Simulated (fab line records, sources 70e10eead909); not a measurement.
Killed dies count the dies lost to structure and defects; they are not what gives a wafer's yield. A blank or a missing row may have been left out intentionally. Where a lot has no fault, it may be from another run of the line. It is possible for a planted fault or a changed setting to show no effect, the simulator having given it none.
Chamber matching | flow nandHarc | rieDiel-06 running NHARC_A_M0_DESCUM_14: 4 sister chambers
The step chemistry O2, time 3 s. 20 wafers are shown with their chamber, then 10 later ones without.

EACH WAFER AND ITS CHAMBER
wafer  | chamber | drypumpMotorCurrentA (A) | oesProductAu (a.u.) | rfVppV (V)
L074.2 | 3       | 5.7                      | 0.999               | 59.5
L074.4 | 1       | 6.2                      | 0.996               | 58.5
L074.5 | 3       | 5.8                      | 0.999               | 59.1
L077.2 | 1       | 6.2                      | 0.996               | 57.4
L077.4 | 3       | 5.7                      | 0.995               | 58.4
L077.6 | 0       | 6.3                      | 1.002               | 57.3
L075.2 | 2       | 5.2                      | 1.024               | 59.5
L075.3 | 3       | 5.7                      | 0.988               | 58.3
L075.5 | 0       | 6.3                      | 1.005               | 58.5
L078.2 | 0       | 6.3                      | 0.989               | 58.3
L078.3 | 3       | 5.8                      | 0.985               | 57.5
L078.6 | 2       | 5.2                      | 0.998               | 58.7
L080.3 | 3       | 5.8                      | 1.006               | 57.7
L080.4 | 1       | 6.2                      | 0.996               | 59.2
L080.6 | 0       | 6.3                      | 1.001               | 57.8
L083.1 | 0       | 6.3                      | 0.997               | 56.2
L083.4 | 3       | 5.8                      | 0.998               | 58.6
L083.6 | 1       | 6.2                      | 1.006               | 58.9
L087.3 | 3       | 5.8                      | 0.986               | 58.8
L087.5 | 0       | 6.3                      | 0.996               | 58.5

SIGNATURES (means of the wafers above)
reading              | chamber 0 | chamber 1 | chamber 2 | chamber 3 | scatter within a chamber
drypumpMotorCurrentA | 6.300     | 6.200     | 5.200     | 5.763     | 0.0342
oesProductAu         | 0.99833   | 0.99850   | 1.01100   | 0.99450   | 0.00776
rfVppV               | 57.767    | 58.500    | 59.100    | 58.487    | 0.765
Rule: distance of a wafer from a chamber = root of the sum over the readings of ((wafer's reading minus chamber's mean) / reading's scatter) squared. The wafer belongs to the nearest chamber; if the next one is less than 2 further off, it can't be placed. The scatter: the root of (the sum of the squares of (reading less its chamber's mean) over the shown wafers, divided by (wafers less chambers)).

WAFERS WITH NO CHAMBER GIVEN
wafer  | drypumpMotorCurrentA (A) | oesProductAu (a.u.) | rfVppV (V)
L087.6 | 6.2                      | 0.994               | 57.6
L089.2 | 6.3                      | 1.003               | 57.7
L089.3 | 5.2                      | 1.001               | 57.0
L089.6 | 5.2                      | 1.010               | 58.7
L092.1 | 5.2                      | 1.004               | 59.2
L092.2 | 6.3                      | 1.016               | 57.5
L092.6 | 5.2                      | 1.010               | 56.4
L094.1 | 5.2                      | 1.002               | 57.7
L094.2 | 6.3                      | 1.009               | 58.4
L094.5 | 5.2                      | 1.012               | 58.5

EACH ONE'S CHAMBER
wafer  | from the rows above     | in truth
L087.6 | can't be placed: 1 or 0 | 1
L089.2 | 0                       | 0
L089.3 | 2                       | 2
L089.6 | 2                       | 2
L092.1 | 2                       | 2
L092.2 | can't be placed: 0 or 1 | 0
L092.6 | 2                       | 2
L094.1 | 2                       | 2
L094.2 | can't be placed: 0 or 1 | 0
L094.5 | 2                       | 2
Correctly placed: 7 of 10. Not placeable from these rows: 3 (in 3, the candidates include the true chamber). Wrongly placed: 0.
